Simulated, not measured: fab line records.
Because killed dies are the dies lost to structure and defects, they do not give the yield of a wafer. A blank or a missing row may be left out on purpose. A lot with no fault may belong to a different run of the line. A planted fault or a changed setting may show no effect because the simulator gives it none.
Which tool is to blame? | flow nandHarc | 21 wafers from 7 lots sampled at 5 of the route's 1159 steps

## WHAT THE GAUGES SHOWED, per wafer
NHARC_A_ONON_D1_THK_MEAS_21: measures by ellipsometry.
lot  | measured     | on           | thkNm (nm)
L323 | day 8 15:18  | filmMetro-01 | 1005 1006 1003
L326 | day 9 09:26  | filmMetro-01 | 1002 1003 1002
L327 | day 10 00:30 | filmMetro-02 | 1003 1004 1001
L334 | day 11 06:41 | filmMetro-01 | 1579 1576 1577
L333 | day 12 01:48 | filmMetro-01 | 1010 1008 1008
L340 | day 13 14:17 | filmMetro-02 | 1007 1007 1007
L342 | day 13 14:15 | filmMetro-02 | 994 993 992

## EACH LOT AND THE TOOL THAT RAN IT (in order: tool; ch and the chambers of the sampled wafers; start)
lot  | NHARC_P_BONDPAD_PRE_CLEAN_26           | NHARC_P_BONDPAD_ANNEAL_28       | NHARC_A_ZERO_WELL_RTA_16        | NHARC_A_ONON_D1_DEP_19
L323 | pvdSputter-01, day 7 02:19 or earlier  | rtpAnneal-02 ch 0, day 7 02:19  | rtpAnneal-01 ch 0, day 7 05:52  | pecvdOnon-04 ch 0, day 8 14:51
L326 | pvdSputter-03, day 7 21:53 or earlier  | rtpAnneal-02 ch 0, day 7 21:53  | rtpAnneal-02 ch 0, day 8 01:26  | pecvdOnon-04 ch 0, day 9 09:02
L327 | pvdSputter-02, day 8 09:02 or earlier  | rtpAnneal-02 ch 0, day 8 09:02  | rtpAnneal-01 ch 0, day 8 12:30  | pecvdOnon-02 ch 0, day 10 00:02
L334 | pvdSputter-02, day 9 19:43 or earlier  | rtpAnneal-01 ch 0, day 9 19:43  | rtpAnneal-01 ch 0, day 9 23:03  | pecvdOnon-02 ch 0, day 11 06:17
L333 | pvdSputter-02, day 10 12:10 or earlier | rtpAnneal-02 ch 0, day 10 12:10 | rtpAnneal-02 ch 0, day 10 15:42 | pecvdOnon-04 ch 0, day 12 01:17
L340 | pvdSputter-02, day 12 01:50 or earlier | rtpAnneal-02 ch 0, day 12 01:50 | rtpAnneal-02 ch 0, day 12 05:22 | pecvdOnon-04 ch 0, day 13 13:53
L342 | pvdSputter-03, day 12 03:05 or earlier | rtpAnneal-01 ch 0, day 12 03:05 | rtpAnneal-01 ch 0, day 12 06:48 | pecvdOnon-01 ch 0, day 13 13:47
- NHARC_P_BONDPAD_PRE_CLEAN_26: time 30 s.
- NHARC_P_BONDPAD_ANNEAL_28: time 90 s.
- NHARC_A_ZERO_WELL_RTA_16: time 10 s.
- NHARC_A_ONON_D1_DEP_19: target thk 1000 nm.

## THE ANSWER, worked out from the rows above alone
Rule: the usual values come from the lots themselves. Put in order of their means at a reading, lots are off if they are a third of the lots or fewer, leave a main group of 4 or more, and stand apart from it by a gap of 3 or more times the standard deviation of the main group's means; of several such gaps the widest counts. A main group whose means are all the same, to the digits that the tables above print for the reading, isn't used. A lot without any number at a reading at which 4 lots or more have one is off too. Where the step has rows for the other lots, those lots are counted as sound.
Off at NHARC_A_ONON_D1_THK_MEAS_21 (thkNm): L334. For the main group the mean is 1003 nm and the standard deviation 5.
A tool fits if, at a process step before that reading, it ran every lot that is off, and no sound lot after the first of them. Gauges at NHARC_A_ONON_D1_THK_MEAS_21: tried the same way as those tools. NHARC_P_BONDPAD_PRE_CLEAN_26: start missing for some lots; hours and lot order therefore follow NHARC_P_BONDPAD_ANNEAL_28. One fits: pecvdOnon-02 at NHARC_A_ONON_D1_DEP_19. A fault onset in the window from L327 (day 10 00:02, its last sound lot) to L334 (day 11 06:17, its first lot off) fits.

## WHAT THE SIMULATOR HAD PUT IN
Process parameters drifting: pecvdOnon-02 at NHARC_A_ONON_D1_DEP_19, beginning at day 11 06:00. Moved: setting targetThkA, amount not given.
Shown lots that were struck: L334. The rule given above showed the same thing.
